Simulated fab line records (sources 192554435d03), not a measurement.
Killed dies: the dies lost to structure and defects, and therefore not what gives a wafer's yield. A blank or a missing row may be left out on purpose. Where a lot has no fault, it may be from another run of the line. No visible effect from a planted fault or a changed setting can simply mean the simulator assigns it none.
Split-lot experiment    flow n5_finfet    21 wafers read from 7 lots, route of 1938 steps

== ABOUT THE SPLIT ==
At N5_BEOL_M0_CUTY_ETCH_63 (etches SOC in N2/H2, target depth 82.7 nm, overetch 16.5 nm, time 124 s), the setting source_w was moved away from the recipe's 840 W on 6 of the 21 wafers read, by -16.8% to +16.6%. For the rest of the wafers, this setting stayed at what the recipe calls for.

The reading comes from the split's own step.

== THE READING ==
rf_vpp_V, in V, at N5_BEOL_M0_CUTY_ETCH_63 (etches SOC in N2/H2, target depth 82.7 nm, overetch 16.5 nm, time 124 s). Typical for fault-free wafers on this fab line: 522.9 V, with standard deviation 1.9 V.

wafer   tool, chamber at the split  source_w as run, W  against the recipe  rf_vpp_V, V  against lot-mates on the recipe
L080.1  rie_diel-03, 0              797                 -5.1%               535.2        +11.8
L080.2  rie_diel-03, 1              840                 recipe              521.9        -
L080.3  rie_diel-03, 2              840                 recipe              525.0        -
L081.2  rie_diel-06, 0              840                 recipe              522.2        -
L081.5  rie_diel-06, 1              840                 recipe              526.6        -
L081.6  rie_diel-06, 2              840                 recipe              524.7        -
L083.4  rie_diel-02, 2              840                 recipe              522.7        -
L083.5  rie_diel-02, 1              979.3               +16.6%              494.3        -27.4
L083.6  rie_diel-02, 0              840                 recipe              520.7        -
L084.1  rie_diel-02, 2              840                 recipe              522.9        -
L084.4  rie_diel-02, 1              698.6               -16.8%              554.5        +31.6
L084.6  rie_diel-02, 1              698.6               -16.8%              555.7        +32.8
L086.1  rie_diel-06, 2              840                 recipe              525.6        -
L086.3  rie_diel-06, 3              840                 recipe              520.1        -
L086.5  rie_diel-06, 1              840                 recipe              525.0        -
L093.2  rie_diel-06, 0              789.5               -6.0%               534.0        +12.9
L093.3  rie_diel-06, 3              840                 recipe              521.1        -
L093.5  rie_diel-06, 1              789.5               -6.0%               537.8        +16.7
L095.3  rie_diel-03, 0              840                 recipe              524.5        -
L095.4  rie_diel-03, 0              840                 recipe              525.4        -
L095.6  rie_diel-03, 1              840                 recipe              522.5        -

FIT RESULTS
A straight line over all 21 wafers: rf_vpp_V changes by -1.86 V for each +1% of source_w; r = -0.99; the points scatter about the line by 2 V.
The same after taking each lot's own level away (the mean of its wafers on the recipe; 21 wafers): -1.86 V for each +1%; r = -0.99; scatter 2.1 V.
On that fit, the largest move of source_w shifts the reading by 31 V.
The lots' own levels span 521.10 to 524.50 V, that is 1.8 times the standard deviation above.
The two slopes agree, so the slope changes little with the lot-to-lot level.
Check: +32.3 V against its lot-mates is what the line predicts for one of the wafers moved furthest among these (-16.8%) when that wafer is left out of the fit. It came out at +31.6 V against them.
Tool readings at the split's step, against how far the setting was moved: rf_vpp_V r = -0.99.

== OTHER SPLITS APPLIED TO THESE WAFERS ==
Note: prior to the reading, these wafers also went through further splits. Each is held against what the fit with the lots' levels taken away leaves over:
other split on the same wafers         wafers away from the commonest value  r with rf_vpp_V (lot level and that fit taken away)
N5_MOL_CONTACT_COAG_ETCH_106 source_w  9                                     -0.02
N5_BEOL_M0_SAQP_COAT_08 spin_rpm       8                                     +0.00

== FILE'S OWN FIT ==
rf_vpp_V changes by -1.85 V for each +1% of source_w, r = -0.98.
